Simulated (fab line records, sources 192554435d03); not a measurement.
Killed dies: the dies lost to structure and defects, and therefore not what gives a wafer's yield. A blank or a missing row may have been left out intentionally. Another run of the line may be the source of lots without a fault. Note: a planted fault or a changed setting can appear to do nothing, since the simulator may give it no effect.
Comparing a struck lot with a sound one -- flow n5 finfet -- 38 out of 1938 route steps
Sound: the wafers L428.2, L428.4, L428.5. Struck: wafer L418.1. (L418.5 of the same lot was not struck and is left out.) The cause comes at the end.
Per side, at each step with rows, come the tool, then ch with its chambers, and then its first start. Under that, the readings that differ: sound wafers -- struck wafers -- difference of the means -- sigmas: that difference in standard deviations of wafers without a fault.
alike: same words and numbers on both sides, and readings whose means sit less than 2 such deviations apart. not compared: any withheld reading, any reading some wafer has no value for, any bound like >300 that may hide the same value, and any number with overlapping values for which the record gives no deviation.
The two part at a step that has a row with sigmas, a row that says differs or no value, or rows on one side only. Numbers that don't overlap but have no deviation are shown without sigmas and don't part them. Lack of a reading on every wafer of one side parts them only where that side has two or more wafers.

first, 8 steps without rows for these wafers: N5_BEOL_M1_ECD_50 (material Cu, target thk 300 nm); N5_BEOL_M1_ANNEAL_51 (time 90 s); N5_BEOL_M1_CMP_52 (polishes, stops on SiOC, t overpolish 6.8 s, target thk 40 nm); N5_BEOL_M1_PRE_CLEAN_60 (time 15 s); N5_BEOL_M1_CO_CAP_55 (material Co, precursor CCTBA/H2, target thk 2 nm, time 102.1 s); N5_BEOL_M1_PRE_CLEAN_56 (time 15 s); N5_BEOL_M1_DEP_57 (deposits SiCN from 3MS/NH3, target thk 8 nm, time 14 s); N5_BEOL_M2_ILD_DEP_00 (deposits SiOC from DEMS/O2, target thk 79 nm, time 15.3 s).
N5_BEOL_M2_PECVD_72: deposits SiO2 from TEOS/O2, target thk 16 nm, time 18 s.
  sound on pecvd-04 ch 0,1, day 12 21:12; struck on pecvd-03 ch 0, day 11 21:16
reading,sound,struck,difference,sigmas
model.SiO2_of_BEOL_M2_PECVD_72.thk nm (nm),15.6 16 15.8,11.8,-4.0,
  alike: chamber pressure Torr, heater power w, showerhead plenum p Torr, throttle valve pct
then, 25 steps without rows for these wafers: N5_BEOL_M2_HM_DEP_02 (deposits TiN, target thk 20 nm); N5_BEOL_M2_COAT_61 (time 60 s, resist thk 60 nm); N5_BEOL_M2_COAT_62 (time 60 s, resist thk 12 nm); N5_BEOL_M2_COAT_73 (time 60 s, resist thk 5 nm); N5_BEOL_M2_COAT_05 (resist thk 30 nm); N5_BEOL_M2_EBR_07; N5_BEOL_M2_SOFTBAKE_06 (time 60 s); N5_BEOL_M2_EXPOSE_08 (exposes mask M2); N5_BEOL_M2_PEB_09 (peb time 60 s); N5_BEOL_M2_DEVELOP_10 (develop time 30 s); N5_BEOL_M2_DESCUM_16 (chemistry O2, time 7 s); N5_BEOL_M2_ETCH_74 (etches underlayer in N2/H2, target depth 6.5 nm, time 5.2 s); N5_BEOL_M2_ETCH_63 (etches SiARC in CF4, target depth 15.6 nm, time 26 s); N5_BEOL_M2_ETCH_64 (etches SOC in N2/H2, target depth 75 nm, overetch 22.5 nm, time 121.9 s); N5_BEOL_M2_STRIP_65 (strips in N2/H2); N5_BEOL_M2_STRIP_75 (strips in N2/H2); N5_BEOL_M2_STRIP_66 (strips in CF4); N5_BEOL_M2_HM_OPEN_17 (chemistry Cl2/BCl3, target TiN, target depth 20 nm, overetch 6 nm); N5_BEOL_M2_STRIP_19 (strips in O2); N5_BEOL_M2_COAT_67 (time 60 s, resist thk 60 nm); N5_BEOL_M2_COAT_68 (time 60 s, resist thk 12 nm); N5_BEOL_M2_COAT_76 (time 60 s, resist thk 5 nm); N5_BEOL_M2_COAT_22 (resist thk 30 nm); N5_BEOL_M2_EBR_24; N5_BEOL_M2_SOFTBAKE_23 (time 60 s).
N5_BEOL_M2_HM_STRIP_39: strips TiN in peroxide tin strip, target depth 25 nm, time 158 s.
  sound on wet bench-05 ch 2,3,7, day 13 06:22; struck on wet bench-05 ch 6, day 12 09:09
reading,sound,struck,difference,sigmas
model.SiO2_of_BEOL_M2_PECVD_72.thk nm (nm),15.4 15.8 15.8,11.6,-4.1,
N5_BEOL_M2_CMP_52: polishes, stops on SiOC, t overpolish 6.8 s, target thk 40 nm.
  sound on cmp-01 ch 0,3, day 13 11:34; struck on cmp-03 ch 0, day 12 13:42
reading,sound,struck,difference,sigmas
barrier field endpoint s (s),24.1 25.1 24.6,20.2,-4.4,-7
slurry flow ml min,150.1 149.5 149.7,150.7,+0.9,+2
  alike: motor current A
N5_BEOL_M4_RC_MEAS_101:
  sound on prober-01 ch 0, day 15 04:50; struck on prober-02 ch 0, day 14 08:04
  alike: DIBL_N, DIBL_P, IOFF_N, IOFF_P, ION_N, ION_P, SS_N, SS_P, VT_N, VT_P
after that, 1 step had no rows for these wafers: N5_PASSIVATION_PROBE_49.

WHERE THEY PART
N5_BEOL_M2_CMP_52 only, going by this record. Later steps at which nothing parts them and some readings are alike: N5_BEOL_M4_RC_MEAS_101.

WHY: what had been put in by the simulator
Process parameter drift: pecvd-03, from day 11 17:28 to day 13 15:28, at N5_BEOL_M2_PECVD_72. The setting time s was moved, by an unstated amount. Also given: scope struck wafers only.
